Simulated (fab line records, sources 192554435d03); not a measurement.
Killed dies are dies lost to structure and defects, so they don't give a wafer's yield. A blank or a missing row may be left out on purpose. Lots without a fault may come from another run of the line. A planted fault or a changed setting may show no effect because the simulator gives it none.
Chamber matching | flow n5_finfet | N5_BEOL_M2_ETCH_69 on rie_diel-04: 4 sister chambers
The step etches SiARC in CF4, target depth 15.6 nm, time 26 s. 14 wafers are shown with their chamber, then 7 later ones without.

WAFERS WITH THEIR CHAMBER
wafer  | chamber | showerhead_plenum_p_Torr (Torr) | drypump_motor_current_A (A) | throttle_valve_pct (%)
L074.1 | 3       | 2.21                            | 5.22                        | 15.93
L074.4 | 2       | 2.20                            | 5.39                        | 15.75
L074.6 | 3       | 2.21                            | 5.24                        | 15.93
L075.2 | 3       | 2.21                            | 5.26                        | 15.92
L075.3 | 2       | 2.20                            | 5.40                        | 15.75
L075.4 | 1       | 2.08                            | 5.92                        | 15.25
L082.3 | 3       | 2.20                            | 5.23                        | 15.95
L082.4 | 0       | 2.10                            | 5.86                        | 15.61
L082.6 | 0       | 2.10                            | 5.83                        | 15.61
L090.3 | 1       | 2.08                            | 5.89                        | 15.28
L090.4 | 3       | 2.20                            | 5.25                        | 15.97
L090.6 | 3       | 2.20                            | 5.23                        | 15.96
L093.2 | 3       | 2.20                            | 5.23                        | 15.99
L093.3 | 0       | 2.09                            | 5.87                        | 15.63

SIGNATURES (means of the wafers above)
reading                  | chamber 0 | chamber 1 | chamber 2 | chamber 3 | scatter within a chamber
showerhead_plenum_p_Torr | 2.0967    | 2.0800    | 2.2000    | 2.2043    | 0.00488
drypump_motor_current_A  | 5.8533    | 5.9050    | 5.3950    | 5.2371    | 0.0158
throttle_valve_pct       | 15.6167   | 15.2650   | 15.7500   | 15.9500   | 0.0213
Rule: a wafer's distance from a chamber is the root of the sum, over the readings, of the square of ((its reading less the chamber's mean) divided by the reading's scatter). The wafer belongs to the nearest chamber; if the next one is less than 2 further off, it can't be placed. The scatter: the root of (the sum of the squares of (reading less its chamber's mean) over the shown wafers, divided by (wafers less chambers)).

WAFERS WITHOUT THEIR CHAMBER
wafer  | showerhead_plenum_p_Torr (Torr) | drypump_motor_current_A (A) | throttle_valve_pct (%)
L093.6 | 2.09                            | 5.86                        | 15.63
L094.2 | 2.09                            | 5.85                        | 15.63
L094.3 | 2.07                            | 5.87                        | 15.28
L094.4 | 2.20                            | 5.23                        | 15.98
L096.1 | 2.20                            | 5.24                        | 15.98
L096.2 | 2.19                            | 5.39                        | 15.32
L096.5 | 2.07                            | 5.88                        | 15.29

WHICH CHAMBER EACH WENT THROUGH
wafer  | from the rows above | in truth
L093.6 | 0                   | 0
L094.2 | 0                   | 0
L094.3 | 1                   | 1
L094.4 | 3                   | 3
L096.1 | 3                   | 3
L096.2 | 2                   | 2
L096.5 | 1                   | 1
Placed correctly: 7 of 7. Can't be placed from these rows: 0. Placed wrongly: 0.
